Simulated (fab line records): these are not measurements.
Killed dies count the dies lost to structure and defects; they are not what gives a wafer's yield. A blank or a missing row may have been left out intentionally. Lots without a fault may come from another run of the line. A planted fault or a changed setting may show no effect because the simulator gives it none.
The tool behind it: which one? | flow n5Finfet | 10 lots, 30 wafers sampled, at 1 step of a route of 1938

== WHAT THE GAUGES READ, wafer by wafer ==
N5_BEOL_M8_INSPECT_13: inspects for defects (brightfield). Usual: rawDefectCount 403, standard deviation 90.
lot  | measured     | on               | rawDefectCount | flag
L687 | day 9 07:47  | defectInspect-02 | 340 349 365    | 
L688 | day 9 18:13  | defectInspect-01 | 266 326 271    | 
L693 | day 10 16:16 | defectInspect-02 | 371 254 249    | 
L692 | day 10 18:13 | defectInspect-01 | 373 386 475    | 
L691 | day 11 01:16 | defectInspect-01 | 587 547 600    | 
L695 | day 11 01:26 | defectInspect-01 | 436 386 354    | 
L701 | day 13 12:47 | defectInspect-02 | 393 443 443    | 
L707 | day 14 13:01 | defectInspect-01 | 352 313 275    | 
L708 | day 15 07:46 | defectInspect-02 | 262 338 375    | 
L710 | day 15 08:15 | defectInspect-02 | 504 350 332    | 

== WHICH TOOL RAN EACH LOT (tool, then ch and the chambers of the sampled wafers, then the start) ==
Record: no process step prior to these readings.

== WHAT THE TOOLS THEMSELVES READ (means of the sampled wafers that have a number; where no wafer has one, the mark that the record gives instead) ==
The record holds no such reading with a usual standard deviation.

== THE ANSWER, worked out from the rows above alone ==
Rule: take the mean of a lot's wafers that have a number; if it is more than 3 standard deviations from the usual mean, the lot is off. A lot without any number at a reading at which 4 lots or more have one is off too. Where the step has rows for the other lots, those lots are counted as sound. First the gauges in route order, then the tools' own readings, where a lot's mean is used as printed above. The first step at which some lot is off is used, and at that step the reading that is off furthest; a lot without a number counts as furthest.
Nothing can be told from this: no lot is off at any reading shown.

== WHAT THE SIMULATOR PUT IN ==
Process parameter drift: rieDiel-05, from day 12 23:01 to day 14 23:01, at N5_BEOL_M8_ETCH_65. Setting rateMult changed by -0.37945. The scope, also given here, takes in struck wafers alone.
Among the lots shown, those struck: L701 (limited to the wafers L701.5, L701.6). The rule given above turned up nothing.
